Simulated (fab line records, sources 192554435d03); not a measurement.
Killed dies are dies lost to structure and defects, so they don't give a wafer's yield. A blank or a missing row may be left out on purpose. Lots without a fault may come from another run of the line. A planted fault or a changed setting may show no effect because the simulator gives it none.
fab line records | flow n5_finfet
record lots=24 wafers=72 last_day=19
route steps=1938 shown BEOL_M14@1732 BEOL_M15@1785
lots that met no fault: from a run of the same line without faults
start_h: hours from the record's first day to the start of the lot's first wafer shown | wait_h: hours since the lot's step before | " the same as in the row above | L1.1+2: a row that stands for several wafers | - no value, or no start given | * or withheld: withheld | < > ~ a bound
route shown NAME@n: a module of which the file shows steps, and the number in the route of the first | usual: mean/standard deviation of fault-free wafers | same: alike in all rows | chamber/n: place in a boat | sites: the reading at each site | _std_site: their standard deviation | _edge_site: outer sites' mean less inner sites' | radius_mm: how far each site lies from the wafer's centre | mask NAME#n: copy n | behind: the tool/chamber that last shaped the wafer | hold: why the lot was held/for how many hours/how that ended | device: the transistor (n, p or np) that didn't switch | end of line: the same wafers' tests at the end of the route | a step without rows: its recipe alone | killed: dies lost to structure and defects at the first sort, not the wafer's yield | map: a wafer's dies, x killed, . not, _ none there
set.NAME: the setting as run; set.NAME@STEP: as run at that earlier step | model.NAME: the simulator's own value behind a step, which no gauge read
steps of the route over a sample of lots; a table a step, a row a wafer
services: from which hour (start_h, from the record's first day; less than 0 if before it) a tool's chamber was out of use, for how many hours, and why
## steps
# step N5_BEOL_M14_STRIP_63
# recipe chemistry=O2 power_w=600 temp_c=60 pressure_mtorr=30 rf_frequency_hz=6e+07 bias_power_w=0 overash_fraction=0.3 o2_flow_sccm=225
# usual drypump_motor_current_A=5.76/0.26 oes_product_au=0.82/0.058 rf_vpp_V=3.6/0.77 showerhead_plenum_p_Torr=2.11/0.061 throttle_valve_pct=16.50/0.23
# columns lot.wafer tool chamber start_h wait_h drypump_motor_current_A oes_product_au rf_hours_counter_h rf_vpp_V showerhead_plenum_p_Torr throttle_valve_pct
L075.2 rie_diel-06 3 - - 5.27 0.92 24 3.0 2.12 16.07
L075.3 " 1 " " 5.61 0.79 108 4.2 2.03 16.48
L075.5 " 2 " " 5.74 0.82 - 3.5 2.21 16.31
L074.2 rie_diel-05 3 - - 5.92 0.89 23 5.4 2.05 16.48
L074.3 " 2 " " 6.13 0.81 110 4.9 2.09 16.79
L074.6 " 2 " " 6.14 0.81 - 3.0 2.09 16.76
L076.1 rie_diel-05 0 - - 5.58 0.74 154 3.8 2.11 16.56
L076.4 " 1 " " 5.79 0.85 53 4.8 2.12 16.13
L076.5 " 3 " " 5.85 0.89 - 3.8 2.05 16.48
L077.3 rie_diel-05 1 - - 5.80 0.83 56 3.4 2.12 16.14
L077.5 " 2 " " 6.13 0.80 - 3.0 2.09 16.78
L077.6 " 1 " " 5.81 0.84 - 3.7 2.12 16.15
L078.1 rie_diel-05 1 - - 5.82 0.82 58 3.7 2.12 16.14
L078.2 " 2 " " 6.15 0.78 115 2.4 2.09 16.78
L078.3 " 3 " " 5.93 0.88 29 5.4 2.05 16.47
L079.2 rie_diel-06 1 - - 5.60 0.78 122 4.0 2.03 16.50
L079.4 " 0 " " 5.60 0.81 93 3.0 2.20 16.70
L079.6 " 0 " " 5.59 0.81 - 3.6 2.20 16.68
L082.4 rie_diel-06 2 - - 5.77 0.81 87 4.3 2.20 16.34
L082.5 " 3 " " 5.26 0.92 - 4.3 2.12 16.07
L082.6 " 2 " " 5.75 0.80 - 2.9 2.20 16.30
L081.2 rie_diel-05 3 - - 5.88 0.86 38 3.9 2.04 16.51
L081.3 " 0 " " 5.57 0.75 159 3.8 2.11 16.54
L081.5 " 1 " " 5.82 0.82 - 2.6 2.11 16.16
L080.1 rie_diel-06 2 - - 5.74 0.81 93 2.7 2.20 16.31
L080.2 " 3 " " 5.25 0.88 45 3.0 2.12 16.11
L080.6 " 0 " " 5.58 0.80 - 4.2 2.20 16.69
L083.2 rie_diel-04 3 - - 6.04 0.82 87 3.2 2.22 16.72
L083.3 " 2 " " 5.47 0.99 2 3.8 2.24 16.68
L083.5 " 3 " " 6.03 0.83 - 3.3 2.22 16.72
L084.1 rie_diel-05 2 - - 6.12 0.77 132 2.3 2.08 16.85
L084.4 " 1 " " 5.79 0.80 76 4.3 2.11 16.17
L084.6 " 2 " " 6.13 0.77 - 4.5 2.08 16.85
L085.2 rie_diel-05 1 - - 5.82 0.81 77 4.1 2.11 16.17
L085.3 " 3 " " 5.93 0.85 46 3.3 2.04 16.50
L085.6 " 2 " " 6.16 0.77 - 3.9 2.08 16.83
L086.2 rie_diel-04 0 - - 5.41 0.89 26 3.5 2.06 16.31
L086.3 " 2 " " 5.44 0.95 10 3.6 2.23 16.67
L086.4 " 3 " " 6.02 0.83 95 3.1 2.21 16.71
L088.2 rie_diel-04 2 - - 5.47 0.95 15 3.4 2.23 16.71
L088.5 " 3 " " 6.01 0.80 - 4.1 2.21 16.73
L088.6 " 0 " " 5.44 0.90 - 3.5 2.06 16.29
L087.1 rie_diel-05 2 - - 6.14 0.75 142 3.5 2.08 16.87
L087.2 " 1 " " 5.82 0.82 87 3.0 2.10 16.20
L087.6 " 2 " " 6.17 0.77 - 5.0 2.08 16.85
L091.3 rie_diel-04 3 - - 6.03 0.82 101 2.2 2.21 16.74
L091.4 " 2 " " 5.47 0.94 16 2.3 2.23 16.68
L091.6 " 2 " " 5.46 0.95 - 4.7 2.23 16.70
L089.2 rie_diel-04 1 - - 6.08 0.86 66 5.1 2.11 16.54
L089.4 " 2 " " 5.43 0.93 23 4.9 2.23 16.73
L089.5 " 0 " " 5.45 0.87 - 4.6 2.05 16.32
L090.2 rie_diel-05 0 - - 5.55 0.73 185 4.2 2.10 16.63
L090.3 " 2 " " 6.14 0.76 150 3.5 2.08 16.86
L090.4 " 3 " " 5.90 0.83 63 3.8 2.03 16.52
L093.1 rie_diel-06 1 - - 5.62 0.76 151 3.5 2.02 16.57
L093.2 " 3 " " 5.26 0.85 67 3.5 2.11 16.15
L093.4 " 2 " " 5.73 0.79 - 3.9 2.19 16.37
L092.4 rie_diel-05 0 - - 5.56 0.72 190 2.8 2.10 16.61
L092.5 " 2 " " 6.15 0.74 - 4.2 2.07 16.86
L092.6 " 3 " " 5.94 0.82 - 3.0 2.03 16.56
L094.1 rie_diel-04 2 - - 5.47 0.90 38 4.4 2.22 16.73
L094.2 " 0 " " 5.42 0.86 55 4.8 2.05 16.33
L094.3 " 1 " " 6.06 0.83 81 4.3 2.11 16.62
L095.1 rie_diel-06 1 - - 5.62 0.73 164 4.6 2.01 16.60
L095.4 " 0 " " 5.55 0.77 133 3.7 2.18 16.75
L095.5 " 1 " " 5.64 0.74 - 3.8 2.01 16.63
L097.1 rie_diel-05 2 - - 6.17 0.75 162 2.5 2.07 16.87
L097.5 " 0 " " 5.54 0.72 - 4.6 2.10 16.64
L097.6 " 3 " " 5.92 0.81 - 3.1 2.03 16.59
L096.3 rie_diel-05 1 - - 5.79 0.79 107 3.2 2.10 16.27
L096.5 " 1 " " 5.79 0.79 - 4.1 2.10 16.28
L096.6 " 0 " " 5.56 0.71 - 5.6 2.10 16.65
# step N5_BEOL_M14_STRIP_64
# recipe chemistry=O2 power_w=600 temp_c=60 pressure_mtorr=30 rf_frequency_hz=6e+07 bias_power_w=0 overash_fraction=0.3 o2_flow_sccm=225
# usual drypump_motor_current_A=5.76/0.26 oes_product_au=0.82/0.057 rf_vpp_V=3.6/0.44 showerhead_plenum_p_Torr=2.11/0.061 throttle_valve_pct=16.50/0.23
# columns lot.wafer tool chamber start_h wait_h drypump_motor_current_A oes_product_au rf_hours_counter_h rf_vpp_V showerhead_plenum_p_Torr throttle_valve_pct
L075.2 rie_diel-06 3 - - 5.25 0.91 24 2.8 2.12 16.06
L075.3 " 1 " " 5.63 0.79 108 3.9 2.03 16.50
L075.5 " 2 " " 5.77 0.83 - 4.2 2.21 16.29
L074.2 rie_diel-05 3 - - 5.89 0.89 23 4.7 2.05 16.49
L074.3 " 2 " " 6.16 0.80 110 3.8 2.09 16.79
L074.6 " 2 " " 6.15 0.80 - 3.2 2.09 16.79
L076.1 rie_diel-05 0 - - 5.58 0.74 154 3.6 2.11 16.55
L076.4 " 1 " " 5.81 0.85 53 3.6 2.12 16.14
L076.5 " 3 " " 5.88 0.88 - 4.0 2.05 16.46
L077.3 rie_diel-05 1 - - 5.79 0.85 56 3.3 2.12 16.16
L077.5 " 2 " " 6.15 0.80 - 3.9 2.09 16.79
L077.6 " 1 " " 5.80 0.85 - 3.4 2.12 16.16
L078.1 rie_diel-05 1 - - 5.77 0.85 58 3.2 2.11 16.14
L078.2 " 2 " " 6.14 0.80 115 3.5 2.09 16.81
L078.3 " 3 " " 5.93 0.88 29 2.8 2.05 16.48
L079.2 rie_diel-06 1 - - 5.60 0.78 122 3.4 2.03 16.53
L079.4 " 0 " " 5.59 0.81 93 4.5 2.20 16.71
L079.6 " 0 " " 5.57 0.81 - 4.1 2.20 16.69
L082.4 rie_diel-06 2 - - 5.73 0.82 87 4.1 2.20 16.31
L082.5 " 3 " " 5.28 0.90 - 3.7 2.12 16.08
L082.6 " 2 " " 5.76 0.81 - 3.6 2.20 16.30
L081.2 rie_diel-05 3 - - 5.92 0.87 38 3.2 2.04 16.51
L081.3 " 0 " " 5.53 0.75 159 4.0 2.11 16.58
L081.5 " 1 " " 5.81 0.83 - 3.3 2.11 16.17
L080.1 rie_diel-06 2 - - 5.75 0.80 93 2.8 2.20 16.33
L080.2 " 3 " " 5.28 0.88 45 3.6 2.12 16.09
L080.6 " 0 " " 5.56 0.80 - 3.5 2.20 16.70
L083.2 rie_diel-04 3 - - 6.04 0.82 88 2.7 2.22 16.72
L083.3 " 2 " " 5.46 0.99 2 3.9 2.24 16.67
L083.5 " 3 " " 6.04 0.82 - 2.9 2.22 16.71
L084.1 rie_diel-05 2 - - 6.16 0.77 132 3.6 2.08 16.83
L084.4 " 1 " " 5.82 0.82 76 3.9 2.11 16.18
L084.6 " 2 " " 6.15 0.78 - 3.7 2.08 16.83
L085.2 rie_diel-05 1 - - 5.81 0.81 77 3.6 2.11 16.18
L085.3 " 3 " " 5.89 0.85 46 3.9 2.04 16.50
L085.6 " 2 " " 6.13 0.78 - 4.0 2.08 16.83
L086.2 rie_diel-04 0 - - 5.45 0.89 26 2.9 2.06 16.28
L086.3 " 2 " " 5.45 0.95 10 3.5 2.23 16.69
L086.4 " 3 " " 6.01 0.82 95 4.0 2.21 16.73
L088.2 rie_diel-04 2 - - 5.45 0.95 15 3.9 2.23 16.68
L088.5 " 3 " " 6.02 0.81 - 3.6 2.21 16.72
L088.6 " 0 " " 5.41 0.89 - 3.8 2.06 16.29
L087.1 rie_diel-05 2 - - 6.12 0.77 143 3.3 2.08 16.85
L087.2 " 1 " " 5.80 0.80 87 3.7 2.11 16.21
L087.6 " 2 " " 6.16 0.76 - 3.2 2.08 16.85
L091.3 rie_diel-04 3 - - 6.01 0.80 101 3.8 2.21 16.73
L091.4 " 2 " " 5.45 0.93 16 3.7 2.23 16.70
L091.6 " 2 " " 5.46 0.94 - 3.6 2.23 16.71
L089.2 rie_diel-04 1 - - 6.06 0.85 66 3.6 2.11 16.55
L089.4 " 2 " " 5.45 0.92 23 2.9 2.23 16.70
L089.5 " 0 " " 5.50 0.88 - 3.3 2.05 16.31
L090.2 rie_diel-05 0 - - 5.59 0.72 185 3.8 2.10 16.61
L090.3 " 2 " " 6.13 0.75 150 3.4 2.08 16.86
L090.4 " 3 " " 5.92 0.83 63 4.4 2.03 16.54
L093.1 rie_diel-06 1 - - 5.62 0.75 151 4.7 2.02 16.58
L093.2 " 3 " " 5.26 0.84 67 4.1 2.11 16.12
L093.4 " 2 " " 5.74 0.78 - 4.0 2.19 16.37
L092.4 rie_diel-05 0 - - 5.58 0.71 190 3.8 2.10 16.62
L092.5 " 2 " " 6.13 0.75 - 3.1 2.07 16.88
L092.6 " 3 " " 5.94 0.83 - 3.9 2.03 16.57
L094.1 rie_diel-04 2 - - 5.43 0.90 38 3.9 2.22 16.74
L094.2 " 0 " " 5.41 0.85 55 4.0 2.05 16.34
L094.3 " 1 " " 6.05 0.83 81 3.7 2.11 16.59
L095.1 rie_diel-06 1 - - 5.64 0.73 164 3.8 2.01 16.60
L095.4 " 0 " " 5.60 0.77 133 3.6 2.18 16.76
L095.5 " 1 " " 5.59 0.73 - 3.5 2.01 16.62
L097.1 rie_diel-05 2 - - 6.13 0.75 162 3.1 2.07 16.89
L097.5 " 0 " " 5.56 0.72 - 3.7 2.10 16.64
L097.6 " 3 " " 5.89 0.82 - 4.2 2.03 16.57
L096.3 rie_diel-05 1 - - 5.81 0.79 107 4.0 2.10 16.24
L096.5 " 1 " " 5.79 0.80 - 3.5 2.10 16.24
L096.6 " 0 " " 5.56 0.72 - 3.6 2.10 16.62
# step N5_BEOL_M14_DEP_53
# recipe material=SiCN target_thk_a=500 temp_c=withheld precursor=3MS/NH3 pressure_torr=3 rf_w=675 time_s=17.8
# usual showerhead_plenum_p_Torr=4.166/0.018 throttle_valve_pct=18.2/1.1
# columns lot.wafer tool chamber start_h wait_h showerhead_plenum_p_Torr throttle_valve_pct
L075.2 pecvd-01 1 279.36 0.0 4.161 18.6
L075.3 " 0 " " 4.159 17.2
L075.5 " 2 " " 4.188 16.6
L074.2 pecvd-03 2 295.71 0.0 4.168 16.4
L074.3 " 1 " " 4.176 17.9
L074.6 " 1 " " 4.175 17.9
L076.1 pecvd-03 1 296.77 0.0 4.165 17.8
L076.4 " 2 " " 4.164 16.5
L076.5 " 0 " " 4.174 19.6
L077.3 pecvd-03 0 301.92 0.0 4.177 19.8
L077.5 " 2 " " 4.150 16.6
L077.6 " 1 " " 4.174 17.7
L078.1 pecvd-03 1 305.88 0.0 4.178 18.0
L078.2 " 0 " " 4.178 20.0
L078.3 " 2 " " 4.155 16.4
L079.2 pecvd-03 1 312.70 0.0 4.167 17.9
L079.4 " 1 " " 4.170 17.8
L079.6 " 0 " " 4.173 19.9
L082.4 pecvd-04 1 315.27 0.0 4.195 18.6
L082.5 " 2 " " 4.174 18.1
L082.6 " 0 " " 4.132 18.2
L081.2 pecvd-04 1 324.91 0.0 4.183 18.5
L081.3 " 2 " " 4.162 18.3
L081.5 " 1 " " 4.182 18.8
L080.1 pecvd-04 2 329.49 0.0 4.174 18.4
L080.2 " 0 " " 4.134 18.1
L080.6 " 2 " " 4.172 18.5
L083.2 pecvd-04 0 331.48 0.0 4.113 18.0
L083.3 " 2 " " 4.174 18.4
L083.5 " 0 " " 4.135 18.4
L084.1 pecvd-03 0 334.21 0.0 4.187 20.1
L084.4 " 2 " " 4.160 16.5
L084.6 " 0 " " 4.174 19.6
L085.2 pecvd-03 2 335.25 0.0 4.171 16.3
L085.3 " 0 " " 4.171 19.7
L085.6 " 0 " " 4.166 20.0
L086.2 pecvd-03 2 345.18 0.0 4.167 16.8
L086.3 " 1 " " 4.169 18.3
L086.4 " 1 " " 4.180 17.9
L088.2 pecvd-04 2 363.96 0.0 4.174 18.5
L088.5 " 1 " " 4.174 19.0
L088.6 " 2 " " 4.171 18.5
L087.1 pecvd-03 1 368.80 0.0 4.177 17.8
L087.2 " 2 " " 4.162 16.6
L087.6 " 1 " " 4.166 18.1
L091.3 pecvd-03 0 369.11 0.0 4.171 20.0
L091.4 " 0 " " 4.173 20.0
L091.6 " 2 " " 4.162 17.1
L089.2 pecvd-03 0 384.06 0.0 4.175 20.4
L089.4 " 1 " " 4.168 18.2
L089.5 " 0 " " 4.176 20.1
L090.2 pecvd-04 2 393.11 0.0 4.176 18.5
L090.3 " 0 " " 4.122 18.3
L090.4 " 1 " " 4.174 18.7
L093.1 pecvd-04 2 401.84 0.0 4.188 18.7
L093.2 " 0 " " 4.133 18.1
L093.4 " 0 " " 4.112 18.2
L092.4 pecvd-04 2 412.80 0.0 4.175 18.7
L092.5 " 1 " " 4.178 18.7
L092.6 " 0 " " 4.131 18.1
L094.1 pecvd-04 2 429.14 0.0 4.174 18.9
L094.2 " 0 " " 4.131 18.3
L094.3 " 1 " " 4.184 18.7
L095.1 pecvd-03 2 429.90 0.0 4.168 16.7
L095.4 " 2 " " 4.170 16.5
L095.5 " 0 " " 4.179 20.5
L096.3 pecvd-01 0 432.15 0.0 4.162 17.0
L096.5 " 0 " " 4.163 17.5
L096.6 " 2 " " 4.179 16.6
L097.1 pecvd-01 1 432.40 0.0 4.150 18.6
L097.5 " 0 " " 4.149 17.1
L097.6 " 1 " " 4.158 18.4
# step N5_BEOL_M15_INSPECT_12
# recipe mode=adi inspect_instrument=macro
# usual raw_defect_count=2.0/1.5
# columns lot.wafer tool chamber start_h wait_h raw_defect_count
L075.2 defect_inspect-02 - 280.23 0.0 1
L075.3 " - " " 2
L075.5 " - " " 3
L074.2 defect_inspect-01 - 296.45 0.0 1
L074.3 " - " " 4
L074.6 " - " " 3
L076.1 defect_inspect-02 - 297.51 0.0 2
L076.4 " - " " 2
L076.5 " - " " 1
L077.3 defect_inspect-01 - 302.78 0.0 2
L077.5 " - " " 2
L077.6 " - " " 0
L078.1 defect_inspect-02 - 306.74 0.0 0
L078.2 " - " " 2
L078.3 " - " " 0
L079.2 defect_inspect-01 - 313.56 0.0 1
L079.4 " - " " 1
L079.6 " - " " 3
L082.4 defect_inspect-01 - 316.22 0.0 2
L082.5 " - " " 3
L082.6 " - " " 3
L081.2 defect_inspect-01 - 325.65 0.0 2
L081.3 " - " " 1
L081.5 " - " " 2
L080.1 defect_inspect-01 - 330.35 0.0 1
L080.2 " - " " 0
L080.6 " - " " 1
L083.2 defect_inspect-02 - 332.34 0.0 1
L083.3 " - " " 2
L083.5 " - " " 0
L084.1 defect_inspect-02 - 335.07 0.0 1
L084.4 " - " " 1
L084.6 " - " " 4
L085.2 defect_inspect-01 - 336.11 0.0 0
L085.3 " - " " 2
L085.6 " - " " 3
L086.2 defect_inspect-01 - 345.92 0.0 1
L086.3 " - " " 2
L086.4 " - " " 0
L088.2 defect_inspect-01 - 364.82 0.0 0
L088.5 " - " " 0
L088.6 " - " " 2
L087.1 defect_inspect-02 - 369.54 0.0 4
L087.2 " - " " 0
L087.6 " - " " 0
L091.3 defect_inspect-01 - 370.01 0.2 0
L091.4 " - " " 2
L091.6 " - " " 3
L089.2 defect_inspect-01 - 384.79 0.0 0
L089.4 " - " " 0
L089.5 " - " " 2
L090.2 defect_inspect-02 - 393.97 0.0 5
L090.3 " - " " 2
L090.4 " - " " 2
L093.1 defect_inspect-02 - 402.58 0.0 2
L093.2 " - " " 2
L093.4 " - " " 3
L092.4 defect_inspect-02 - 413.52 0.0 1
L092.5 " - " " 3
L092.6 " - " " 4
L094.1 defect_inspect-01 - 430.00 0.0 1
L094.2 " - " " 4
L094.3 " - " " 3
L095.1 defect_inspect-02 - 430.75 0.0 3
L095.4 " - " " 1
L095.5 " - " " 5
L096.3 defect_inspect-02 - 433.12 0.0 2
L096.5 " - " " 2
L096.6 " - " " 2
L097.1 defect_inspect-01 - 433.28 0.0 3
L097.5 " - " " 4
L097.6 " - " " 4
# step N5_BEOL_M15_VIA_ETCH_16
# recipe chemistry=C4F8/O2/Ar target=SiO2 he_inner_torr=15 he_outer_torr=30 target_depth_a=17922 time_s=withheld ion_energy_ev=800 pressure_mtorr=20 source_w=1905 bias_w=2040 Ar_flow_sccm=400 C4F8_flow_sccm=16 O2_flow_sccm=12 ends=cleared
# usual O2_flow_sccm=12.00/0.037 drypump_motor_current_A=5.6/0.31 oes_product_au=0.69/0.086 rf_vpp_V=2227/32 showerhead_plenum_p_Torr=3.45/0.096 throttle_valve_pct=31.11/0.19
# columns lot.wafer tool chamber start_h wait_h O2_flow_sccm drypump_motor_current_A oes_product_au rf_vpp_V showerhead_plenum_p_Torr throttle_valve_pct
L075.2 rie_diel-03 0 280.56 0.0 11.97 5.4 0.66 2246 3.43 31.07
L075.3 " 1 " " 11.97 5.9 0.82 2288 3.62 31.03
L075.5 " 2 " " 12.03 5.3 0.66 2212 3.41 31.14
L074.2 rie_diel-02 2 296.78 0.0 12.03 5.7 0.63 2165 3.41 31.33
L074.3 " 1 " " 12.06 5.6 0.63 2241 3.54 31.19
L074.6 " 2 " " 12.03 5.7 0.63 2165 3.41 31.33
L076.1 rie_diel-03 1 297.63 0.0 12.00 5.9 0.81 2291 3.62 31.03
L076.4 " 0 " " 11.98 5.5 0.65 2246 3.43 31.08
L076.5 " 0 " " 11.97 5.5 0.65 2245 3.43 31.10
L077.3 rie_diel-02 2 302.90 0.0 12.07 5.7 0.63 2166 3.40 31.34
L077.5 " 2 " " 11.97 5.7 0.63 2167 3.40 31.34
L077.6 " 3 " " 12.04 5.0 0.81 2274 3.66 31.20
L078.1 rie_diel-02 1 306.86 0.0 12.00 5.6 0.63 2241 3.53 31.20
L078.2 " 2 " " 12.03 5.6 0.63 2166 3.40 31.34
L078.3 " 3 " " 12.07 5.1 0.81 2274 3.66 31.20
L079.2 rie_diel-03 3 313.79 0.0 11.96 5.5 0.64 2190 3.40 31.35
L079.4 " 1 " " 12.11 6.0 0.80 2290 3.62 31.03
L079.6 " 2 " " 12.00 5.4 0.66 2211 3.40 31.15
L082.4 rie_diel-03 1 316.46 0.0 11.98 6.0 0.80 2290 3.62 31.05
L082.5 " 2 " " 11.99 5.3 0.65 2211 3.40 31.15
L082.6 " 3 " " 12.02 5.5 0.64 2189 3.40 31.34
L081.2 rie_diel-01 0 325.77 0.0 12.03 5.8 0.62 2217 3.41 31.27
L081.3 " 2 " " 11.87 5.5 0.64 2218 3.51 31.01
L081.5 " 2 " " 11.91 5.5 0.64 2218 3.51 31.01
L080.1 rie_diel-01 1 330.72 0.0 12.06 6.1 0.65 2229 3.40 31.20
L080.2 " 2 " " 11.97 5.5 0.64 2217 3.50 31.00
L080.6 " 2 " " 11.96 5.5 0.64 2218 3.50 31.00
L083.2 rie_diel-01 1 332.64 0.0 11.95 6.1 0.64 2228 3.40 31.19
L083.3 " 2 " " 12.03 5.5 0.63 2218 3.50 31.01
L083.5 " 0 " " 11.97 5.8 0.62 2215 3.41 31.28
L084.1 rie_diel-01 2 337.47 0.1 12.01 5.5 0.63 2219 3.50 31.01
L084.4 " 0 " " 12.04 5.7 0.61 2216 3.41 31.28
L084.6 " 0 " " 12.01 5.7 0.61 2215 3.41 31.27
L085.2 rie_diel-02 3 338.21 0.0 11.99 5.1 0.80 2272 3.65 31.21
L085.3 " 1 " " 11.99 5.6 0.63 2241 3.53 31.21
L085.6 " 3 " " 11.96 5.0 0.79 2272 3.65 31.23
L086.2 rie_diel-01 1 346.35 0.1 12.04 6.0 0.63 2228 3.40 31.20
L086.3 " 1 " " 12.02 6.0 0.63 2226 3.40 31.19
L086.4 " 2 " " 11.94 5.5 0.63 2218 3.50 31.03
L088.2 rie_diel-01 1 364.94 0.0 12.02 6.0 0.62 2224 3.39 31.20
L088.5 " 0 " " 12.03 5.7 0.61 2217 3.41 31.29
L088.6 " 1 " " 12.01 6.0 0.63 2226 3.39 31.20
L087.1 rie_diel-03 1 370.17 0.0 11.94 5.9 0.78 2289 3.61 31.03
L087.2 " 0 " " 12.03 5.4 0.64 2246 3.42 31.12
L087.6 " 1 " " 11.99 5.9 0.78 2288 3.61 31.06
L091.3 rie_diel-01 0 370.20 0.0 11.98 5.7 0.61 2215 3.41 31.28
L091.4 " 1 " " 12.04 6.1 0.63 2225 3.39 31.20
L091.6 " 0 " " 12.00 5.7 0.61 2216 3.41 31.27
L089.2 rie_diel-03 2 385.33 0.0 11.98 5.3 0.64 2210 3.40 31.18
L089.4 " 3 " " 11.99 5.5 0.63 2188 3.39 31.35
L089.5 " 3 " " 12.05 5.5 0.63 2188 3.39 31.36
L090.2 rie_diel-03 0 394.09 0.0 12.01 5.4 0.64 2244 3.41 31.11
L090.3 " 1 " " 11.97 5.9 0.77 2290 3.61 31.03
L090.4 " 0 " " 12.01 5.4 0.63 2245 3.41 31.10
L093.1 rie_diel-01 2 402.70 0.0 12.02 5.5 0.61 2216 3.49 31.03
L093.2 " 3 " " 12.00 6.4 0.63 2234 3.25 30.89
L093.4 " 1 " " 11.98 6.0 0.90 2227 3.39 31.11
L092.4 rie_diel-02 3 413.80 0.1 11.99 5.1 0.76 2273 3.64 31.24
L092.5 " 3 " " 12.00 5.0 0.77 2271 3.64 31.23
L092.6 " 2 " " 12.00 5.6 0.88 2163 3.39 31.07
L094.1 rie_diel-02 0 430.12 0.0 12.02 5.8 0.70 2229 3.32 30.46
L094.2 " 3 " " 12.01 5.0 0.76 2270 3.63 31.26
L094.3 " 2 " " 11.98 5.6 0.85 2162 3.39 31.07
L095.1 rie_diel-03 0 431.34 0.0 12.01 5.4 0.63 2244 3.41 31.14
L095.4 " 3 " " 12.00 5.5 0.88 2187 3.39 31.01
L095.5 " 3 " " 12.01 5.5 0.88 2188 3.39 31.04
L096.3 rie_diel-03 0 433.32 0.0 11.95 5.4 0.63 2245 3.41 31.12
L096.5 " 3 " " 12.01 5.5 0.88 2187 3.39 31.04
L096.6 " 2 " " 11.95 5.4 0.64 2209 3.39 31.20
L097.1 rie_diel-01 3 433.40 0.0 11.95 6.5 0.62 2235 3.24 30.89
L097.5 " 0 " " 11.99 5.8 0.86 2215 3.40 31.08
L097.6 " 1 " " 12.01 6.1 0.85 2225 3.38 31.13
# step N5_BEOL_M15_SPUTTER_45
# recipe material=Cu target_thk_a=1000 temp_c=-20 bias_v=60 power_w=26000 chamber_pressure_pa=0.13 time_s=16.67
# usual throttle_valve_pct=30.8/0.99
# columns lot.wafer tool chamber start_h wait_h throttle_valve_pct
L075.2 pvd_sputter-02 - 285.97 0.0 29.9
L075.3 " - " " 31.6
L075.5 " - " " 31.4
L074.2 pvd_sputter-02 - 299.66 0.0 32.3
L074.3 " - " " 31.5
L074.6 " - " " 30.0
L076.1 pvd_sputter-02 - 300.60 0.0 32.4
L076.4 " - " " 30.4
L076.5 " - " " 30.2
L077.3 pvd_sputter-01 - 306.10 0.0 32.4
L077.5 " - " " 32.0
L077.6 " - " " 30.4
L078.1 pvd_sputter-02 - 310.61 0.0 29.9
L078.2 " - " " 30.3
L078.3 " - " " 32.2
L079.2 pvd_sputter-01 - 317.04 0.0 30.6
L079.4 " - " " 32.3
L079.6 " - " " 32.2
L082.4 pvd_sputter-01 - 322.76 0.0 30.6
L082.5 " - " " 29.6
L082.6 " - " " 32.2
L081.2 pvd_sputter-01 - 330.78 0.0 30.7
L081.3 " - " " 29.5
L081.5 " - " " 32.2
L080.1 pvd_sputter-01 - 337.55 0.0 30.2
L080.2 " - " " 29.5
L080.6 " - " " 29.6
L083.2 pvd_sputter-02 - 337.83 0.0 30.4
L083.3 " - " " 31.8
L083.5 " - " " 31.4
L084.1 pvd_sputter-02 - 344.37 0.0 31.3
L084.4 " - " " 30.0
L084.6 " - " " 30.5
L085.2 pvd_sputter-01 - 346.40 0.0 32.2
L085.3 " - " " 30.6
L085.6 " - " " 29.8
L086.2 pvd_sputter-02 - 349.35 0.0 30.4
L086.3 " - " " 30.0
L086.4 " - " " 31.5
L088.2 pvd_sputter-03 - 369.85 0.0 31.2
L088.5 " - " " 28.7
L088.6 " - " " 30.4
L091.3 pvd_sputter-03 - 373.39 0.0 30.7
L091.4 " - " " 30.4
L091.6 " - " " 30.8
L087.1 pvd_sputter-01 - 373.41 0.0 30.9
L087.2 " - " " 29.6
L087.6 " - " " 30.8
L089.2 pvd_sputter-01 - 391.03 0.0 32.1
L089.4 " - " " 29.5
L089.5 " - " " 31.1
L090.2 pvd_sputter-03 - 397.37 0.0 31.0
L090.3 " - " " 31.4
L090.4 " - " " 30.4
L093.1 pvd_sputter-02 - 407.04 0.0 30.0
L093.2 " - " " 31.5
L093.4 " - " " 32.2
L092.4 pvd_sputter-02 - 417.18 0.0 29.9
L092.5 " - " " 30.1
L092.6 " - " " 32.3
L094.1 pvd_sputter-03 - 432.88 0.0 30.2
L094.2 " - " " 30.9
L094.3 " - " " 28.6
L095.1 pvd_sputter-01 - 437.65 0.0 32.1
L095.4 " - " " 30.9
L095.5 " - " " 30.6
L096.3 pvd_sputter-02 - 442.48 0.0 30.3
L096.5 " - " " 30.4
L096.6 " - " " 32.6
L097.1 pvd_sputter-01 - 442.79 0.0 30.4
L097.5 " - " " 30.8
L097.6 " - " " 30.6
## services
# columns tool chamber start_h hours kind
pvd_sputter-03 - 256.81 10.5 repair
rie_diel-03 0 260.05 1.3 repair
rie_diel-04 2 272.93 - clean
pecvd-04 - 289.15 1.3 repair
rie_diel-04 - 292.12 28.1 pm
pecvd-04 - 292.24 0.7 repair
pecvd-01 1 308.21 9.5 repair
rie_diel-04 1 326.00 10.0 repair
rie_diel-03 - 329.81 14.6 pm
rie_diel-05 0 329.85 3.2 repair
rie_diel-01 - 333.19 2.8 pm
rie_diel-05 - 339.29 2.8 pm
rie_diel-04 - 341.02 0.3 repair
rie_diel-05 1 355.98 1.7 repair
rie_diel-04 - 391.12 0.2 repair
rie_diel-06 0 393.32 5.4 repair
pvd_sputter-02 - 394.73 1.5 repair
rie_diel-02 2 402.51 9.0 repair
pecvd-04 - 403.89 0.8 pm
pecvd-03 - 406.61 2.8 pm
pecvd-03 - 410.15 4.3 repair
rie_diel-02 0 411.74 1.9 repair
pecvd-04 0 431.71 17.3 repair
pvd_sputter-03 - 440.43 2.1 repair
## key
fault none
